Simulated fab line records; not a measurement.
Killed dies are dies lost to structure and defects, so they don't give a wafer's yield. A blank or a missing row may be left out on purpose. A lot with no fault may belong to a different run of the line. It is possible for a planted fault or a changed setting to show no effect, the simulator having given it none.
Which tool did it? ; flow n5-finfet ; Sampling: 20 lots, 60 wafers, 5 of 1938 route steps

== WHAT THE GAUGES SHOWED, per wafer ==
N5_BEOL_M0_SAQP_CD_MEAS_40: the cd target is 30 nm.
lot;measured;on;cd-nm (nm)
L074;day 5 16:40;cd-sem-03;29.82 30.51 30.27
L075;day 5 23:43;cd-sem-03;29.86 29.93 30.02
L076;day 6 05:52;cd-sem-02;30.17 30.25 30.46
L077;day 6 11:06;cd-sem-01;30.02 29.68 30.14
L078;day 6 21:37;cd-sem-03;30.09 30.31 30.28
L079;day 7 00:42;cd-sem-03;29.78 30.33 29.70
L081;day 7 15:32;cd-sem-03;29.86 29.90 29.55
L082;day 7 19:43;cd-sem-01;29.81 29.95 29.91
L085;day 8 12:34;cd-sem-02;29.52 30.21 29.98
L086;day 8 23:25;cd-sem-02;30.36 30.34 30.23
L087;day 9 04:26;cd-sem-02;30.01 30.16 30.08
L088;day 9 09:57;cd-sem-01;30.19 29.94 30.50
L089;day 9 13:49;cd-sem-02;30.05 29.99 30.29
L090;day 9 21:20;cd-sem-02;30.45 30.04 30.16
L091;day 10 05:38;cd-sem-01;30.35 30.26 30.47
L092;day 10 09:17;cd-sem-03;30.10 29.71 30.61
L093;day 10 17:08;cd-sem-02;30.26 30.34 29.75
L094;day 10 19:32;cd-sem-03;29.90 30.20 29.83
L095;day 10 20:38;cd-sem-02;29.78 30.11 30.08
L097;day 11 17:34;cd-sem-02;29.80 30.07 30.34

== EACH LOT AND THE TOOL THAT RAN IT (in order: tool; ch and the chambers of the sampled wafers; start) ==
lot;N5_MOL_CONTACT_COAG_ETCH_48;N5_BEOL_M0_SAQP_PECVD_96;N5_BEOL_M0_SAQP_ETCH_84;N5_BEOL_M0_SAQP_ETCH_101
L074;rie-diel-02 ch 1,2,3, day 5 06:35;pecvd-02 ch 0,1,2, day 5 11:44;rie-diel-03 ch 0,1,2, day 5 12:35;rie-diel-04 ch 0,1,2, day 5 14:24
L075;rie-diel-05 ch 0,2,3, day 5 14:32;pecvd-02 ch 1,2, day 5 19:28;rie-diel-06 ch 1,2, day 5 20:10;rie-diel-04 ch 1,2, day 5 21:41
L076;rie-diel-05 ch 0,1, day 5 15:29;pecvd-04 ch 0,2, day 5 23:34;rie-diel-06 ch 1,2,3, day 6 00:25;rie-diel-03 ch 1,2, day 6 02:40
L077;rie-diel-01 ch 0,3, day 6 00:17;pecvd-02 ch 0,1,2, day 6 05:32;rie-diel-06 ch 2,3, day 6 06:14;rie-diel-03 ch 1,2, day 6 08:56
L078;rie-diel-01 ch 2,3, day 6 11:42;pecvd-02 ch 0,1, day 6 16:48;rie-diel-03 ch 0,1,2, day 6 17:38;rie-diel-03 ch 0,2, day 6 19:31
L079;rie-diel-05 ch 1,2,3, day 6 11:55;pecvd-03 ch 0,1,2, day 6 19:53;rie-diel-06 ch 0,2,3, day 6 21:02;rie-diel-03 ch 0,2,3, day 6 22:33
L081;rie-diel-01 ch 1,2,3, day 7 02:19;pecvd-04 ch 0,1,2, day 7 10:15;rie-diel-04 ch 2,3, day 7 10:58;rie-diel-04 ch 2,3, day 7 12:29
L082;rie-diel-02 ch 1,3, day 7 06:28;pecvd-03 ch 0,2, day 7 14:54;rie-diel-06 ch 0,3, day 7 15:54;rie-diel-06 ch 1,2,3, day 7 17:27
L085;rie-diel-05 ch 0,1,3, day 8 01:51;pecvd-02 ch 0,1, day 8 06:59;rie-diel-04 ch 0,1,3, day 8 07:48;rie-diel-04 ch 0,2,3, day 8 10:19
L086;rie-diel-01 ch 0,2, day 8 10:29;pecvd-03 ch 0,2, day 8 16:25;rie-diel-06 ch 0,1,3, day 8 17:10;rie-diel-03 ch 0,1,3, day 8 19:49
L087;rie-diel-05 ch 1,2,3, day 8 15:46;pecvd-02 ch 0,1, day 8 21:42;rie-diel-04 ch 0,3, day 8 22:37;rie-diel-06 ch 0,1,2, day 9 01:24
L088;rie-diel-01 ch 0,1,2, day 9 00:15;pecvd-04 ch 1,2, day 9 05:16;rie-diel-04 ch 1,3, day 9 06:06;rie-diel-04 ch 1,3, day 9 07:37
L089;rie-diel-05 ch 0,1,3, day 9 02:11;pecvd-02 ch 1, day 9 08:14;rie-diel-06 ch 0,1,2, day 9 09:10;rie-diel-04 ch 0,1,3, day 9 11:10
L090;rie-diel-05 ch 0,1,3, day 9 07:54;pecvd-04 ch 0,1,2, day 9 15:23;rie-diel-03 ch 0,2,3, day 9 16:13;rie-diel-04 ch 1,2,3, day 9 19:01
L091;rie-diel-05 ch 0,1,2, day 9 19:28;pecvd-04 ch 0,1,2, day 10 00:49;rie-diel-04 ch 1,2, day 10 01:39;rie-diel-04 ch 0,1, day 10 03:31
L092;rie-diel-02 ch 0,2,3, day 9 21:21;pecvd-04 ch 0,2, day 10 04:26;rie-diel-04 ch 0,1,2, day 10 05:36;rie-diel-04 ch 0,1,2, day 10 07:16
L093;rie-diel-02 ch 0,2,3, day 10 03:42;pecvd-04 ch 0,1,2, day 10 09:36;rie-diel-03 ch 0,1,2, day 10 11:00;rie-diel-03 ch 0,2, day 10 13:48
L094;rie-diel-01 ch 0,3, day 10 06:08;pecvd-04 ch 0,1, day 10 13:05;rie-diel-04 ch 2,3, day 10 13:49;rie-diel-03 ch 0,1,3, day 10 16:25
L095;rie-diel-01 ch 0,2,3, day 10 10:54;pecvd-04 ch 0,1,2, day 10 15:32;rie-diel-03 ch 1,2,3, day 10 16:15;rie-diel-03 ch 0,2, day 10 17:55
L097;rie-diel-01 ch 0,1,3, day 11 06:50;pecvd-04 ch 0,1, day 11 12:58;rie-diel-04 ch 1,2,3, day 11 13:59;rie-diel-04 ch 1,2, day 11 15:31
- N5_MOL_CONTACT_COAG_ETCH_48: etches SiOC in C4F6/O2, target depth 15 nm, overetch 4.5 nm, time 17 s.
- N5_BEOL_M0_SAQP_PECVD_96: deposits a-Si from SiH4/He, target thk 45 nm, time 45.2 s.
- N5_BEOL_M0_SAQP_ETCH_84: etches SOC in N2/H2, target depth 100 nm, overetch 20 nm, time 150 s.
- N5_BEOL_M0_SAQP_ETCH_101: etches SiNx in CH3F/O2, target depth 29.9 nm, time 42.7 s.

== AS READ BY THE TOOLS THEMSELVES (means over the sampled wafers that have a number; for cases with no such wafer, the mark the record gives instead) ==
N5_MOL_CONTACT_COAG_ETCH_48.
lot;tool;drypump-motor-current-A (A);mfc-ar-sccm (sccm);oes_f_703_au (a.u.);oes-product-au (a.u.);rf-vpp-V (V);showerhead-plenum-p-Torr (Torr);throttle-valve-pct (%)
L074;rie-diel-02;5.5;300.2;0.81;0.69;1584;2.97;40.8
L075;rie-diel-05;5.2;300.6;0.84;0.72;1597;2.85;40.7
L076;rie-diel-05;5.5;298.9;0.92;0.73;1595;2.85;40.7
L077;rie-diel-01;5.9;298.8;0.74;0.63;1607;2.74;40.8
L078;rie-diel-01;5.5;298.8;0.77;0.67;1591;2.87;40.6
L079;rie-diel-05;5.3;300.8;0.78;0.62;1626;2.92;40.1
L081;rie-diel-01;5.5;299.3;0.80;0.65;1610;2.92;40.6
L082;rie-diel-02;5.1;300.4;0.77;0.67;1594;2.96;40.9
L085;rie-diel-05;5.4;299.9;0.85;0.67;1613;2.87;40.5
L086;rie-diel-01;5.5;300.1;0.73;0.61;1618;2.79;40.4
L087;rie-diel-05;5.3;299.8;0.76;0.65;1626;2.91;40.2
L088;rie-diel-01;5.7;300.2;0.75;0.65;1623;2.84;40.7
L089;rie-diel-05;5.4;300.6;0.84;0.69;1613;2.87;40.5
L090;rie-diel-05;5.4;299.9;0.84;0.68;1614;2.86;40.5
L091;rie-diel-05;5.4;299.4;0.88;0.74;1603;2.88;40.4
L092;rie-diel-02;5.5;298.6;0.79;0.68;1598;2.89;40.6
L093;rie-diel-02;5.5;300.1;0.79;0.67;1597;2.89;40.6
L094;rie-diel-01;5.8;300.6;0.82;0.71;1600;2.90;40.5
L095;rie-diel-01;5.7;300.4;0.82;0.72;1614;2.90;40.3
L097;rie-diel-01;5.8;299.8;0.82;0.71;1618;2.95;40.6

N5_BEOL_M0_SAQP_PECVD_96.
lot;tool;heater-power-w (W);showerhead-plenum-p-Torr (Torr);throttle-valve-pct (%)
L074;pecvd-02;586;5.68;18.4
L075;pecvd-02;594;5.62;18.2
L076;pecvd-04;717;5.78;17.8
L077;pecvd-02;569;5.66;18.5
L078;pecvd-02;581;5.74;18.9
L079;pecvd-03;604;5.66;18.1
L081;pecvd-04;699;5.75;17.7
L082;pecvd-03;555;5.65;17.6
L085;pecvd-02;619;5.74;18.9
L086;pecvd-03;578;5.64;17.5
L087;pecvd-02;597;5.73;18.9
L088;pecvd-04;791;5.77;17.5
L089;pecvd-02;581;5.74;19.1
L090;pecvd-04;709;5.75;18.1
L091;pecvd-04;726;5.75;18.0
L092;pecvd-04;707;5.79;17.8
L093;pecvd-04;765;5.74;18.0
L094;pecvd-04;687;5.72;18.2
L095;pecvd-04;716;5.75;18.1
L097;pecvd-04;729;5.70;18.0

N5_BEOL_M0_SAQP_ETCH_84.
lot;tool;drypump-motor-current-A (A);h2-flow-sccm (sccm);oes-product-au (a.u.);rf-vpp-V (V);showerhead-plenum-p-Torr (Torr);throttle-valve-pct (%)
L074;rie-diel-03;6.0;200.1;0.71;523.5;2.50;17.84
L075;rie-diel-06;6.1;200.1;0.77;524.3;2.54;17.87
L076;rie-diel-06;6.0;200.6;0.72;523.1;2.52;17.81
L077;rie-diel-06;5.9;199.8;0.65;525.1;2.56;17.84
L078;rie-diel-03;6.0;200.5;0.70;523.8;2.50;17.86
L079;rie-diel-06;5.8;199.6;0.64;522.9;2.48;17.83
L081;rie-diel-04;5.9;199.6;0.65;523.4;2.52;17.85
L082;rie-diel-06;5.7;200.3;0.65;520.4;2.40;17.84
L085;rie-diel-04;5.8;199.9;0.68;522.4;2.46;17.51
L086;rie-diel-06;5.9;200.4;0.70;521.6;2.44;17.84
L087;rie-diel-04;5.6;199.8;0.69;519.0;2.37;17.51
L088;rie-diel-04;5.8;199.5;0.69;521.4;2.43;17.49
L089;rie-diel-06;5.9;200.7;0.67;522.2;2.50;17.91
L090;rie-diel-03;6.0;199.9;0.75;523.4;2.49;17.62
L091;rie-diel-04;6.1;199.4;0.79;525.0;2.60;17.61
L092;rie-diel-04;5.9;200.4;0.72;524.4;2.54;17.59
L093;rie-diel-03;6.0;199.9;0.75;522.6;2.49;17.76
L094;rie-diel-04;5.9;199.5;0.79;523.2;2.51;17.59
L095;rie-diel-03;5.9;200.2;0.70;521.4;2.43;17.65
L097;rie-diel-04;5.9;200.0;0.72;523.2;2.51;17.58

N5_BEOL_M0_SAQP_ETCH_101.
lot;tool;drypump-motor-current-A (A);mfc-ar-sccm (sccm);oes_f_703_au (a.u.);oes-product-au (a.u.);rf-vpp-V (V);showerhead-plenum-p-Torr (Torr);throttle-valve-pct (%)
L074;rie-diel-04;5.9;149.8;0.71;0.74;302;2.03;16.38
L075;rie-diel-04;6.1;149.6;0.67;0.71;309;2.09;16.62
L076;rie-diel-03;5.9;149.9;0.76;0.74;291;1.93;16.50
L077;rie-diel-03;5.9;150.0;0.76;0.73;293;1.93;16.51
L078;rie-diel-03;6.1;150.0;0.87;0.84;291;2.01;16.35
L079;rie-diel-03;6.0;149.5;0.79;0.77;290;1.97;16.35
L081;rie-diel-04;5.8;150.3;0.76;0.76;300;1.93;16.36
L082;rie-diel-06;6.0;150.3;0.79;0.79;295;1.99;16.44
L085;rie-diel-04;5.7;150.1;0.74;0.75;301;1.95;16.37
L086;rie-diel-03;5.6;150.2;0.80;0.77;290;1.95;16.47
L087;rie-diel-06;5.9;149.7;0.75;0.75;297;1.97;16.47
L088;rie-diel-04;5.8;150.0;0.76;0.76;294;1.93;16.18
L089;rie-diel-04;5.7;150.0;0.74;0.75;294;1.95;16.20
L090;rie-diel-04;5.9;150.2;0.80;0.83;301;2.01;16.27
L091;rie-diel-04;5.9;149.7;0.70;0.72;296;2.02;16.25
L092;rie-diel-04;5.9;150.4;0.77;0.81;301;2.02;16.28
L093;rie-diel-03;6.0;150.0;0.92;0.89;290;2.00;16.24
L094;rie-diel-03;5.7;150.3;0.78;0.75;290;1.94;16.49
L095;rie-diel-03;6.1;149.6;0.92;0.89;290;2.00;16.25
L097;rie-diel-04;6.1;150.2;0.80;0.85;308;2.07;16.37

== THE ANSWER, worked out from the rows above alone ==
Rule: the usual values come from the lots themselves. The widest of any qualifying gaps counts: lots, ordered by their means at a reading, are off when they make up no more than a third of the lots, leave a main group of 4 or more, and stand apart from it by 3 or more times the standard deviation of that group's means. If all means in a main group match to the digits the tables above print for the reading, that group is not used. A lot without any number at a reading at which 4 lots or more have one is off too. All remaining lots with rows at the step are treated as sound. After the gauges, taken in route order, come the tools' own readings; for these a lot's mean is taken, as printed above. The first step at which some lot is off is used, and at that step the reading that is off furthest; a lot without a number counts as furthest.
Nothing can be told from this: no lot is off at any reading shown.

== WHAT WAS PUT IN BY THE SIMULATOR ==
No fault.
